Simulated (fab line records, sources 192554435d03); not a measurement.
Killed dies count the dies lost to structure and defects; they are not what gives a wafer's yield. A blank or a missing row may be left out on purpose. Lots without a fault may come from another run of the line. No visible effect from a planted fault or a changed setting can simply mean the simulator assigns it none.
Which tool was responsible?	flow n5_finfet	24 lots with 72 wafers sampled at 6 steps, on a route of 1938 steps

== WHAT EACH GAUGE READ, for each wafer ==
Not one reading of a measure or inspect step in the record can be checked against a usual standard deviation.

== WHICH TOOL RAN EACH LOT (tool, then ch and the chambers of the sampled wafers, then the start) ==
lot	N5_BEOL_M0_SAQP_ILD_DEP_01	N5_BEOL_M0_SAQP_PECVD_04	N5_BEOL_M0_SAQP_RECESS_114	N5_BEOL_M0_SAQP_MANDREL_ETCH_103	N5_BEOL_M0_SAQP_RECESS_109	N5_BEOL_M0_SAQP_ETCH_88
L074	pecvd-02 ch 1,2, day 5 09:30	pecvd-03 ch 0,1, day 5 10:10	vapor_etch-01 ch 0,1, day 5 11:22	rie_si-04 ch 0,1,2, day 5 12:29	vapor_etch-01 ch 0,1, day 5 13:41	rie_diel-03 ch 0,2,3, day 5 15:02
L075	pecvd-02 ch 0,1, day 5 15:22	pecvd-03 ch 0,2, day 5 17:23	vapor_etch-02 ch 0,1, day 5 18:37	rie_si-06 ch 0,3, day 5 20:16	vapor_etch-02 ch 0,1, day 5 21:07	rie_diel-06 ch 1,2, day 5 22:28
L076	pecvd-01 ch 0,1,2, day 6 00:03	pecvd-01 ch 0,1,2, day 6 01:37	vapor_etch-01 ch 0,1, day 6 02:45	rie_si-04 ch 0,1,3, day 6 03:53	vapor_etch-01 ch 0,1, day 6 05:05	rie_diel-04 ch 0,1,2, day 6 06:50
L077	pecvd-02 ch 0,1, day 6 03:02	pecvd-03 ch 0,1, day 6 03:28	vapor_etch-01 ch 0,1, day 6 04:41	rie_si-04 ch 1,2,3, day 6 05:55	vapor_etch-01 ch 0,1, day 6 06:36	rie_diel-06 ch 0,2, day 6 08:11
L078	pecvd-02 ch 0,1,2, day 6 06:38	pecvd-03 ch 0, day 6 08:44	vapor_etch-02 ch 0,1, day 6 09:56	rie_si-04 ch 1,2,3, day 6 11:11	vapor_etch-02 ch 1, day 6 12:11	rie_diel-03 ch 2,3, day 6 13:50
L079	pecvd-03 ch 0,1,2, day 6 12:48	pecvd-02 ch 0,1,2, day 6 15:11	vapor_etch-02 ch 0,1, day 6 16:40	rie_si-01 ch 0,1, day 6 17:59	vapor_etch-01 ch 0,1, day 6 18:43	rie_diel-04 ch 0,1,2, day 6 20:02
L080	pecvd-03 ch 0,1, day 6 21:43	pecvd-01 ch 0,2, day 6 22:34	vapor_etch-01 ch 0,1, day 6 23:37	rie_si-06 ch 2,3, day 7 01:06	vapor_etch-02 ch 0,1, day 7 01:47	rie_diel-04 ch 0,1, day 7 03:32
L081	pecvd-02 ch 0,1, day 7 09:13	pecvd-01 ch 0,1,2, day 7 10:22	vapor_etch-01 ch 0,1, day 7 11:35	rie_si-06 ch 0,1, day 7 12:50	vapor_etch-01 ch 0,1, day 7 13:35	rie_diel-03 ch 1,2, day 7 15:00
L082	pecvd-03 ch 1,2, day 7 12:12	pecvd-03 ch 0,1,2, day 7 14:00	vapor_etch-02 ch 1, day 7 15:21	rie_si-04 ch 1,2,3, day 7 17:05	vapor_etch-02 ch 0,1, day 7 17:58	rie_diel-04 ch 2,3, day 7 20:02
L083	pecvd-02 ch 0,1, day 7 15:13	pecvd-01 ch 1,2, day 7 15:46	vapor_etch-02 ch 0, day 7 16:58	rie_si-04 ch 1,3, day 7 18:22	vapor_etch-01 ch 0,1, day 7 19:11	rie_diel-03 ch 1,2,3, day 7 20:40
L084	pecvd-03 ch 0,2, day 8 08:37	pecvd-03 ch 1,2, day 8 09:45	vapor_etch-01 ch 0,1, day 8 10:55	rie_si-06 ch 1,2,3, day 8 13:12	vapor_etch-01 ch 0,1, day 8 14:02	rie_diel-04 ch 2,3, day 8 15:31
L085	pecvd-03 ch 0,1,2, day 8 12:21	pecvd-03 ch 0,1,2, day 8 13:34	vapor_etch-01 ch 0,1, day 8 15:26	rie_si-04 ch 0,1,2, day 8 18:38	vapor_etch-01 ch 0,1, day 8 19:35	rie_diel-03 ch 2,3, day 8 22:02
L086	pecvd-03 ch 0,1, day 8 17:17	pecvd-01 ch 1,2, day 8 18:01	vapor_etch-01 ch 0,1, day 8 19:11	rie_si-01 ch 1,2,3, day 8 21:02	vapor_etch-01 ch 0,1, day 8 21:52	rie_diel-03 ch 1,3, day 8 23:22
L087	pecvd-03 ch 0,1, day 9 02:28	pecvd-02 ch 0,1,2, day 9 02:44	vapor_etch-01 ch 0,1, day 9 04:04	rie_si-06 ch 2,3, day 9 05:11	vapor_etch-01 ch 0,1, day 9 05:55	rie_diel-06 ch 0,3, day 9 07:14
L088	pecvd-02 ch 0,1,2, day 9 05:28	pecvd-03 ch 0,1,2, day 9 08:50	vapor_etch-01 ch 0,1, day 9 10:05	rie_si-01 ch 0,1,2, day 9 11:19	vapor_etch-01 ch 0,1, day 9 12:06	rie_diel-04 ch 1,2,3, day 9 13:37
L089	pecvd-03 ch 0,2, day 9 05:28	pecvd-01 ch 0,1, day 9 08:56	vapor_etch-01 ch 1, day 9 10:26	rie_si-04 ch 1,2,3, day 9 11:46	vapor_etch-01 ch 1, day 9 12:28	rie_diel-03 ch 1,2, day 9 14:07
L091	pecvd-02 ch 0,2, day 9 20:27	pecvd-01 ch 1,2, day 9 21:23	vapor_etch-02 ch 0,1, day 9 22:34	rie_si-04 ch 0,1,2, day 10 00:05	vapor_etch-02 ch 0,1, day 10 00:47	rie_diel-04 ch 1,2,3, day 10 02:09
L090	pecvd-01 ch 1,2, day 9 23:27	pecvd-02 ch 0,1,2, day 10 00:06	vapor_etch-01 ch 0, day 10 01:09	rie_si-01 ch 1,2,3, day 10 02:25	vapor_etch-01 ch 0, day 10 03:06	rie_diel-04 ch 0,2,3, day 10 04:28
L092	pecvd-01 ch 0,2, day 10 02:28	pecvd-02 ch 0,2, day 10 03:34	vapor_etch-02 ch 0,1, day 10 04:37	rie_si-04 ch 1,2,3, day 10 05:52	vapor_etch-01 ch 0,1, day 10 06:33	rie_diel-03 ch 0,1,2, day 10 08:12
L093	pecvd-03 ch 0,1, day 10 05:29	pecvd-02 ch 0,1,2, day 10 05:55	vapor_etch-01 ch 0, day 10 07:16	rie_si-06 ch 1,3, day 10 08:37	vapor_etch-01 ch 0, day 10 09:32	rie_diel-03 ch 1,2, day 10 11:05
L094	pecvd-01 ch 0,1,2, day 10 08:28	pecvd-02 ch 0,1, day 10 09:55	vapor_etch-02 ch 1, day 10 11:08	rie_si-01 ch 1,3, day 10 12:51	vapor_etch-02 ch 0,1, day 10 13:32	rie_diel-03 ch 0,1,3, day 10 15:32
L095	pecvd-01 ch 0,1, day 10 16:31	pecvd-03 ch 1,2, day 10 17:15	vapor_etch-02 ch 0,1, day 10 18:25	rie_si-06 ch 0,3, day 10 21:43	vapor_etch-01 ch 0,1, day 10 22:24	rie_diel-04 ch 0,1,3, day 11 00:01
L096	pecvd-03 ch 0,1,2, day 10 23:17	pecvd-02 ch 1,2, day 11 00:20	vapor_etch-01 ch 0,1, day 11 01:25	rie_si-06 ch 1,3, day 11 02:43	vapor_etch-01 ch 0,1, day 11 03:35	rie_diel-06 ch 0,1,3, day 11 05:26
L097	pecvd-01 ch 1,2, day 11 07:45	pecvd-02 ch 0,1, day 11 10:07	vapor_etch-01 ch 0,1, day 11 11:17	rie_si-04 ch 0,1,3, day 11 12:57	vapor_etch-01 ch 0,1, day 11 13:39	rie_diel-04 ch 2,3, day 11 16:01
- N5_BEOL_M0_SAQP_ILD_DEP_01: deposits SiOC from DEMS/O2, target thk 45.419 nm, time 8.7 s.
- N5_BEOL_M0_SAQP_PECVD_04: deposits a-Si from SiH4/He, target thk 60 nm, time 60.2 s.
- N5_BEOL_M0_SAQP_RECESS_114: chemistry HF/NH3, target SiO2, target depth 14.4 nm, afs cycles 3, sublimation time 60 s.
- N5_BEOL_M0_SAQP_MANDREL_ETCH_103: etches a-Si in HBr/Cl2, stops on SiCN, target depth 45 nm, bt time 10 s, time 27 s.
- N5_BEOL_M0_SAQP_RECESS_109: chemistry HF/NH3, target SiO2, target depth 3 nm, afs cycles 1, sublimation time 60 s.
- N5_BEOL_M0_SAQP_ETCH_88: etches underlayer in N2/H2, target depth 6.5 nm, time 5.2 s.

== AS READ BY THE TOOLS THEMSELVES (means over the sampled wafers that have a number; for cases with no such wafer, the mark the record gives instead) ==
N5_BEOL_M0_SAQP_ILD_DEP_01. Usual: heater_power_w 443 W, standard deviation 51; showerhead_plenum_p_Torr 5.697 Torr, standard deviation 0.014; throttle_valve_pct 11.8 %, standard deviation 0.49.
lot	tool	heater_power_w (W)	showerhead_plenum_p_Torr (Torr)	throttle_valve_pct (%)	flag
L074	pecvd-02	433	5.704	11.2	
L075	pecvd-02	446	5.679	11.3	
L076	pecvd-01	425	5.683	12.3	
L077	pecvd-02	433	5.693	11.3	
L078	pecvd-02	432	5.698	11.2	
L079	pecvd-03	478	5.710	11.7	
L080	pecvd-03	477	5.699	11.9	
L081	pecvd-02	436	5.697	11.1	
L082	pecvd-03	468	5.707	11.5	
L083	pecvd-02	437	5.688	11.3	
L084	pecvd-03	499	5.702	12.0	
L085	pecvd-03	435	5.699	11.6	
L086	pecvd-03	502	5.706	11.8	
L087	pecvd-03	487	5.704	11.7	
L088	pecvd-02	434	5.698	11.5	
L089	pecvd-03	513	5.699	12.0	
L091	pecvd-02	396	5.693	11.8	
L090	pecvd-01	403	5.688	11.9	
L092	pecvd-01	435	5.683	12.4	
L093	pecvd-03	530	5.690	11.9	
L094	pecvd-01	394	5.691	12.4	
L095	pecvd-01	394	5.684	12.5	
L096	pecvd-03	470	5.697	11.5	
L097	pecvd-01	431	5.685	11.9	

N5_BEOL_M0_SAQP_PECVD_04. Usual: heater_power_w 591 W, standard deviation 52; showerhead_plenum_p_Torr 5.68 Torr, standard deviation 0.042; throttle_valve_pct 17.9 %, standard deviation 0.73.
lot	tool	heater_power_w (W)	showerhead_plenum_p_Torr (Torr)	throttle_valve_pct (%)	flag
L074	pecvd-03	629	5.72	17.4	
L075	pecvd-03	660	5.68	17.9	
L076	pecvd-01	565	5.63	18.4	
L077	pecvd-03	643	5.69	17.8	
L078	pecvd-03	684	5.66	18.0	
L079	pecvd-02	583	5.68	17.3	
L080	pecvd-01	547	5.65	18.2	
L081	pecvd-01	590	5.64	18.5	
L082	pecvd-03	629	5.71	18.0	
L083	pecvd-01	544	5.65	18.0	
L084	pecvd-03	587	5.74	17.6	
L085	pecvd-03	627	5.71	17.9	
L086	pecvd-01	543	5.64	18.4	
L087	pecvd-02	563	5.67	17.3	
L088	pecvd-03	623	5.71	17.9	
L089	pecvd-01	588	5.62	19.0	
L091	pecvd-01	564	5.65	18.1	
L090	pecvd-02	593	5.68	17.4	
L092	pecvd-02	540	5.66	17.5	
L093	pecvd-02	606	5.67	17.4	
L094	pecvd-02	627	5.65	17.1	
L095	pecvd-03	602	5.74	17.1	
L096	pecvd-02	642	5.68	17.1	
L097	pecvd-02	570	5.65	17.3	

N5_BEOL_M0_SAQP_RECESS_114. Usual: drypump_motor_current_A reads 5.8 A (standard deviation 0.35).
lot	tool	drypump_motor_current_A (A)	flag
L074	vapor_etch-01	5.5	
L075	vapor_etch-02	6.1	
L076	vapor_etch-01	5.7	
L077	vapor_etch-01	5.7	
L078	vapor_etch-02	6.1	
L079	vapor_etch-02	6.1	
L080	vapor_etch-01	5.7	
L081	vapor_etch-01	5.5	
L082	vapor_etch-02	5.8	
L083	vapor_etch-02	6.3	
L084	vapor_etch-01	5.5	
L085	vapor_etch-01	5.5	
L086	vapor_etch-01	5.5	
L087	vapor_etch-01	5.5	
L088	vapor_etch-01	5.5	
L089	vapor_etch-01	5.9	
L091	vapor_etch-02	6.1	
L090	vapor_etch-01	5.3	
L092	vapor_etch-02	6.0	
L093	vapor_etch-01	5.3	
L094	vapor_etch-02	5.8	
L095	vapor_etch-02	6.0	
L096	vapor_etch-01	5.5	
L097	vapor_etch-01	5.7	

N5_BEOL_M0_SAQP_MANDREL_ETCH_103. Usual: drypump_motor_current_A 5.8 A, standard deviation 0.49; mfc_cl2_sccm 80.01 sccm, standard deviation 0.24; oes_product_au 0.682 a.u., standard deviation 0.015; throttle_valve_pct 35.44 %, standard deviation 0.27.
lot	tool	drypump_motor_current_A (A)	mfc_cl2_sccm (sccm)	oes_product_au (a.u.)	throttle_valve_pct (%)	flag
L074	rie_si-04	5.9	80.16	0.692	35.32	
L075	rie_si-06	6.0	80.25	0.676	35.38	
L076	rie_si-04	5.6	80.09	0.692	35.52	
L077	rie_si-04	5.6	79.93	0.695	35.52	
L078	rie_si-04	5.5	80.05	0.691	35.54	
L079	rie_si-01	5.7	80.06	0.663	35.76	
L080	rie_si-06	6.3	80.03	0.688	35.32	
L081	rie_si-06	5.7	79.84	0.674	35.31	
L082	rie_si-04	5.6	79.84	0.691	35.52	
L083	rie_si-04	5.3	80.04	0.694	35.72	
L084	rie_si-06	6.3	80.07	0.675	35.23	
L085	rie_si-04	5.9	80.05	0.687	35.34	
L086	rie_si-01	5.6	79.91	0.675	35.73	
L087	rie_si-06	6.3	80.33	0.667	35.33	
L088	rie_si-01	5.9	80.05	0.670	35.66	
L089	rie_si-04	5.6	80.08	0.691	35.53	
L091	rie_si-04	5.9	80.01	0.688	35.33	
L090	rie_si-01	5.6	80.00	0.681	35.71	
L092	rie_si-04	5.6	80.43	0.694	35.53	
L093	rie_si-06	6.3	80.07	0.693	35.14	
L094	rie_si-01	5.2	80.15	0.680	35.86	
L095	rie_si-06	5.6	79.90	0.663	35.44	
L096	rie_si-06	6.3	79.91	0.687	35.14	
L097	rie_si-04	5.7	79.78	0.696	35.53	

N5_BEOL_M0_SAQP_RECESS_109. Usual: drypump_motor_current_A reads 5.7 A (standard deviation 0.34).
lot	tool	drypump_motor_current_A (A)	flag
L074	vapor_etch-01	5.7	
L075	vapor_etch-02	6.1	
L076	vapor_etch-01	5.5	
L077	vapor_etch-01	5.7	
L078	vapor_etch-02	5.8	
L079	vapor_etch-01	5.7	
L080	vapor_etch-02	6.0	
L081	vapor_etch-01	5.7	
L082	vapor_etch-02	6.0	
L083	vapor_etch-01	5.5	
L084	vapor_etch-01	5.7	
L085	vapor_etch-01	5.5	
L086	vapor_etch-01	5.5	
L087	vapor_etch-01	5.5	
L088	vapor_etch-01	5.7	
L089	vapor_etch-01	5.9	
L091	vapor_etch-02	6.0	
L090	vapor_etch-01	5.3	
L092	vapor_etch-01	5.7	
L093	vapor_etch-01	5.3	
L094	vapor_etch-02	6.1	
L095	vapor_etch-01	5.5	
L096	vapor_etch-01	5.5	
L097	vapor_etch-01	5.7	

N5_BEOL_M0_SAQP_ETCH_88. Usual: drypump_motor_current_A 5.5 A, standard deviation 0.43; etch_rf_on_time_s 5.21 s, standard deviation 0.12; oes_product_au 0.66 a.u., standard deviation 0.065; rf_vpp_V 523.1 V, standard deviation 2.5; showerhead_plenum_p_Torr 2.51 Torr, standard deviation 0.077; throttle_valve_pct 17.98 %, standard deviation 0.22.
lot	tool	drypump_motor_current_A (A)	etch_rf_on_time_s (s)	oes_product_au (a.u.)	rf_vpp_V (V)	showerhead_plenum_p_Torr (Torr)	throttle_valve_pct (%)	flag
L074	rie_diel-03	5.5	5.29	0.64	523.7	2.49	18.07	
L075	rie_diel-06	5.7	5.20	0.63	523.3	2.49	17.89	
L076	rie_diel-04	5.5	5.13	0.70	523.1	2.52	18.02	
L077	rie_diel-06	5.9	5.27	0.63	523.5	2.53	17.72	
L078	rie_diel-03	5.5	5.35	0.64	523.0	2.52	18.10	
L079	rie_diel-04	5.5	5.16	0.69	524.1	2.52	18.01	
L080	rie_diel-04	5.9	5.14	0.66	522.6	2.51	18.13	
L081	rie_diel-03	5.3	5.24	0.63	525.4	2.61	18.00	
L082	rie_diel-04	4.9	5.14	0.67	523.8	2.52	17.85	
L083	rie_diel-03	5.5	5.28	0.63	522.5	2.54	18.05	
L084	rie_diel-04	4.9	5.21	0.71	522.4	2.50	17.74	
L085	rie_diel-03	5.5	5.37	0.63	522.4	2.51	18.16	
L086	rie_diel-03	5.7	5.34	0.62	520.9	2.47	18.08	
L087	rie_diel-06	5.9	5.25	0.71	524.7	2.58	17.62	
L088	rie_diel-04	5.1	5.07	0.73	524.0	2.53	17.92	
L089	rie_diel-03	5.4	5.27	0.61	525.8	2.60	18.05	
L091	rie_diel-04	5.1	5.12	0.72	523.0	2.53	17.91	
L090	rie_diel-04	5.3	5.16	0.68	522.8	2.49	17.86	
L092	rie_diel-03	5.5	5.24	0.61	523.6	2.51	18.04	
L093	rie_diel-03	5.3	5.25	0.61	525.3	2.60	18.05	
L094	rie_diel-03	5.7	5.29	0.62	520.9	2.44	18.06	
L095	rie_diel-04	5.5	5.07	0.70	523.3	2.52	18.06	
L096	rie_diel-06	5.8	5.25	0.69	524.7	2.53	17.81	
L097	rie_diel-04	4.9	5.13	0.64	522.3	2.51	17.91	

== THE ANSWER, worked out from the rows above alone ==
Rule: a lot is off if the mean of its wafers that have a number lies more than 3 standard deviations from the usual mean. A lot without any number at a reading at which 4 lots or more have one is off too. Any other lot the step has rows for is counted as sound. Order of review: gauges by route order, followed by the tools' own readings, for which a lot's mean as printed above is used. At the first step where some lot is off, the reading lying furthest off is the one used; lots without a number count as furthest.
Across all readings shown, no lot is off: no conclusion can be drawn from this.

== WHAT THE SIMULATOR HAD INSERTED ==
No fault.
